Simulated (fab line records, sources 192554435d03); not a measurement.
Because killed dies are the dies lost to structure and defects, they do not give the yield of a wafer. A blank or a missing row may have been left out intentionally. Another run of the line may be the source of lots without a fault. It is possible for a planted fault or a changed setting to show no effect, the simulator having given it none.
Which tool is to blame? ; flow n5 finfet ; 24 lots, 72 wafers sampled, at 6 steps of a route of 1938

## WHAT EACH GAUGE READ, for each wafer
N5_BEOL_M1_INSPECT_59: inspects for defects (darkfield).
lot;measured;on;raw defect count
L074;day 6 13:32;defect inspect-02;86 57 73
L075;day 6 19:25;defect inspect-01;106 71 40
L076;day 7 01:36;defect inspect-01;49 58 40
L077;day 7 08:27;defect inspect-01;48 138 65
L078;day 7 11:59;defect inspect-02;60 83 62
L079;day 7 21:20;defect inspect-02;142 105 84
L080;day 8 09:41;defect inspect-02;131 84 96
L082;day 8 10:21;defect inspect-02;115 146 137
L081;day 8 10:40;defect inspect-01;98 120 85
L083;day 8 13:13;defect inspect-01;76 34 38
L084;day 9 00:38;defect inspect-01;78 68 71
L085;day 9 01:50;defect inspect-01;70 44 49
L086;day 9 20:52;defect inspect-02;107 141 84
L087;day 10 02:34;defect inspect-02;56 125 52
L088;day 10 03:55;defect inspect-02;36 88 29
L089;day 10 04:28;defect inspect-02;83 77 100
L090;day 10 08:05;defect inspect-02;52 53 48
L091;day 10 10:49;defect inspect-01;51 64 58
L092;day 10 20:47;defect inspect-01;90 87 97
L093;day 11 00:17;defect inspect-02;55 103 87
L094;day 11 17:17;defect inspect-01;54 18 39
L095;day 11 17:33;defect inspect-01;106 131 111
L096;day 11 20:43;defect inspect-02;62 43 44
L097;day 12 07:24;defect inspect-02;50 49 108

N5_BEOL_M2_THK_MEAS_01.
lot;measured;on;M2_ILD_THK (nm)
L074;day 6 13:38;film metro-02;79.0 78.2 79.7
L075;day 6 19:31;film metro-02;78.1 80.0 80.0
L076;day 7 01:43;film metro-01;78.5 79.7 78.6
L077;day 7 08:34;film metro-01;78.1 80.1 79.5
L078;day 7 12:05;film metro-01;78.5 79.6 80.6
L079;day 7 21:26;film metro-01;77.8 78.5 79.6
L080;day 8 09:47;film metro-01;78.7 78.3 79.2
L082;day 8 10:27;film metro-01;77.2 78.8 80.3
L081;day 8 10:46;film metro-01;79.3 77.3 80.1
L083;day 8 13:19;film metro-01;78.7 78.6 80.9
L084;day 9 00:44;film metro-01;77.9 77.9 80.2
L085;day 9 01:57;film metro-01;77.7 79.0 79.1
L086;day 9 20:59;film metro-01;79.2 80.3 80.3
L087;day 10 02:41;film metro-01;77.7 79.9 78.9
L088;day 10 04:02;film metro-01;77.2 79.1 77.9
L089;day 10 04:34;film metro-01;79.0 80.4 79.8
L090;day 10 08:12;film metro-01;78.2 81.4 78.6
L091;day 10 10:55;film metro-02;79.0 78.0 79.3
L092;day 10 20:53;film metro-02;79.1 80.1 80.0
L093;day 11 00:24;film metro-01;78.8 80.5 79.0
L094;day 11 17:23;film metro-01;77.4 80.4 78.9
L095;day 11 17:40;film metro-01;76.8 78.6 80.4
L096;day 11 20:49;film metro-02;78.3 78.5 78.4
L097;day 12 07:30;film metro-02;76.7 78.0 79.3

## WHAT TOOL EACH LOT RAN ON (gives the tool, then ch and the chambers of the sampled wafers, and finally the start)
lot;N5_BEOL_M1_SURFACE_TREAT_85;N5_BEOL_M1_SPUTTER_81;N5_BEOL_M1_ANNEAL_82;N5_BEOL_M1_SPUTTER_90
L074;pvd sputter-03, day 6 08:46;pvd sputter-02, day 6 11:08;pvd sputter-02, day 6 11:13;pvd sputter-02, day 6 11:48
L075;pvd sputter-01, day 6 15:01;pvd sputter-03, day 6 17:00;pvd sputter-03, day 6 17:05;pvd sputter-03, day 6 17:40
L076;pvd sputter-03, day 6 22:32;pvd sputter-03, day 6 23:12;pvd sputter-03, day 6 23:17;pvd sputter-03, day 6 23:52
L077;pvd sputter-01, day 7 05:21;pvd sputter-02, day 7 06:03;pvd sputter-02, day 7 06:08;pvd sputter-02, day 7 06:43
L078;pvd sputter-01, day 7 08:21;pvd sputter-03, day 7 09:02;pvd sputter-03, day 7 09:07;pvd sputter-03, day 7 09:41
L079;pvd sputter-01, day 7 16:43;pvd sputter-03, day 7 18:56;pvd sputter-03, day 7 19:01;pvd sputter-03, day 7 19:35
L080;pvd sputter-02, day 8 06:34;pvd sputter-02, day 8 07:17;pvd sputter-02, day 8 07:22;pvd sputter-02, day 8 07:57
L082;pvd sputter-03, day 8 07:00;pvd sputter-03, day 8 07:54;pvd sputter-03, day 8 07:59;pvd sputter-03, day 8 08:34
L081;pvd sputter-01, day 8 07:07;pvd sputter-01, day 8 08:02;pvd sputter-01, day 8 08:07;pvd sputter-01, day 8 08:41
L083;pvd sputter-03, day 8 10:10;pvd sputter-01, day 8 10:49;pvd sputter-01, day 8 10:54;pvd sputter-01, day 8 11:29
L084;pvd sputter-02, day 8 20:44;pvd sputter-01, day 8 21:29;pvd sputter-01, day 8 21:34;pvd sputter-01, day 8 22:08
L085;pvd sputter-02, day 8 22:46;pvd sputter-02, day 8 23:27;pvd sputter-02, day 8 23:32;pvd sputter-02, day 9 00:07
L086;pvd sputter-02, day 9 17:37;pvd sputter-01, day 9 18:29;pvd sputter-01, day 9 18:34;pvd sputter-01, day 9 19:08
L087;pvd sputter-03, day 9 23:13;pvd sputter-01, day 10 00:11;pvd sputter-01, day 10 00:16;pvd sputter-01, day 10 00:50
L088;pvd sputter-02, day 10 00:50;pvd sputter-02, day 10 01:31;pvd sputter-02, day 10 01:35;pvd sputter-02, day 10 02:10
L089;pvd sputter-03, day 10 01:08;pvd sputter-01, day 10 02:04;pvd sputter-01, day 10 02:08;pvd sputter-01, day 10 02:43
L090;pvd sputter-01, day 10 04:54;pvd sputter-01, day 10 05:41;pvd sputter-01, day 10 05:46;pvd sputter-01, day 10 06:20
L091;pvd sputter-01, day 10 07:37;pvd sputter-02, day 10 08:17;pvd sputter-02, day 10 08:22;pvd sputter-02, day 10 08:56
L092;pvd sputter-01, day 10 17:27;pvd sputter-01, day 10 18:07;pvd sputter-01, day 10 18:12;pvd sputter-01, day 10 18:47
L093;pvd sputter-01, day 10 21:10;pvd sputter-01, day 10 21:52;pvd sputter-01, day 10 21:57;pvd sputter-01, day 10 22:32
L094;pvd sputter-01, day 11 12:34;pvd sputter-01, day 11 14:53;pvd sputter-01, day 11 14:58;pvd sputter-01, day 11 15:33
L095;pvd sputter-02, day 11 12:50;pvd sputter-02, day 11 15:09;pvd sputter-02, day 11 15:14;pvd sputter-02, day 11 15:49
L096;pvd sputter-03, day 11 17:35;pvd sputter-01, day 11 18:19;pvd sputter-01, day 11 18:23;pvd sputter-01, day 11 18:58
L097;pvd sputter-01, day 12 04:19;pvd sputter-01, day 12 05:00;pvd sputter-01, day 12 05:05;pvd sputter-01, day 12 05:40
- N5_BEOL_M1_SURFACE_TREAT_85
- N5_BEOL_M1_SPUTTER_81: material Cu, target thk 4.5 nm, time 8.29 s.
- N5_BEOL_M1_ANNEAL_82: time 240 s.
- N5_BEOL_M1_SPUTTER_90: material Cu, target thk 4.5 nm, time 8.29 s.

## WHAT THE TOOLS THEMSELVES READ (means of the sampled wafers that have a number; where no wafer has one, the mark that the record gives instead)
N5_BEOL_M1_SPUTTER_81.
lot;tool;throttle valve pct (%)
L074;pvd sputter-02;30.6
L075;pvd sputter-03;29.8
L076;pvd sputter-03;29.1
L077;pvd sputter-02;31.1
L078;pvd sputter-03;30.2
L079;pvd sputter-03;29.4
L080;pvd sputter-02;29.9
L082;pvd sputter-03;29.7
L081;pvd sputter-01;30.1
L083;pvd sputter-01;30.4
L084;pvd sputter-01;30.0
L085;pvd sputter-02;30.3
L086;pvd sputter-01;30.3
L087;pvd sputter-01;29.5
L088;pvd sputter-02;30.3
L089;pvd sputter-01;30.1
L090;pvd sputter-01;30.9
L091;pvd sputter-02;30.4
L092;pvd sputter-01;30.3
L093;pvd sputter-01;30.4
L094;pvd sputter-01;30.4
L095;pvd sputter-02;30.9
L096;pvd sputter-01;30.3
L097;pvd sputter-01;30.1

N5_BEOL_M1_ANNEAL_82.
lot;tool;heater power w (W)
L074;pvd sputter-02;906
L075;pvd sputter-03;773
L076;pvd sputter-03;748
L077;pvd sputter-02;735
L078;pvd sputter-03;787
L079;pvd sputter-03;782
L080;pvd sputter-02;804
L082;pvd sputter-03;777
L081;pvd sputter-01;791
L083;pvd sputter-01;785
L084;pvd sputter-01;851
L085;pvd sputter-02;867
L086;pvd sputter-01;795
L087;pvd sputter-01;840
L088;pvd sputter-02;878
L089;pvd sputter-01;855
L090;pvd sputter-01;758
L091;pvd sputter-02;782
L092;pvd sputter-01;854
L093;pvd sputter-01;854
L094;pvd sputter-01;798
L095;pvd sputter-02;821
L096;pvd sputter-01;789
L097;pvd sputter-01;806

N5_BEOL_M1_SPUTTER_90.
lot;tool;throttle valve pct (%)
L074;pvd sputter-02;30.6
L075;pvd sputter-03;29.7
L076;pvd sputter-03;29.1
L077;pvd sputter-02;31.1
L078;pvd sputter-03;29.9
L079;pvd sputter-03;29.4
L080;pvd sputter-02;29.8
L082;pvd sputter-03;29.7
L081;pvd sputter-01;30.3
L083;pvd sputter-01;30.4
L084;pvd sputter-01;30.1
L085;pvd sputter-02;30.5
L086;pvd sputter-01;30.2
L087;pvd sputter-01;29.4
L088;pvd sputter-02;30.3
L089;pvd sputter-01;30.0
L090;pvd sputter-01;30.7
L091;pvd sputter-02;30.3
L092;pvd sputter-01;30.3
L093;pvd sputter-01;30.3
L094;pvd sputter-01;30.3
L095;pvd sputter-02;30.8
L096;pvd sputter-01;30.4
L097;pvd sputter-01;30.1

## THE ANSWER, worked out from the rows above alone
Rule: the lots themselves supply what counts as usual. Put in order of their means at a reading, lots are off if they are a third of the lots or fewer, leave a main group of 4 or more, and stand apart from it by a gap of 3 or more times the standard deviation of the main group's means; of several such gaps the widest counts. A main group whose means are all the same, to the digits that the tables above print for the reading, isn't used. Also off: a lot with no number at a reading for which 4 or more lots have one. The other lots that the step has rows for count as sound. After the gauges, taken in route order, come the tools' own readings; for these a lot's mean is taken, as printed above. At the first step where some lot is off, the reading lying furthest off is the one used; lots without a number count as furthest.
None of the lots is off at any reading shown; this tells nothing.

## WHAT THE SIMULATOR HAD PUT IN
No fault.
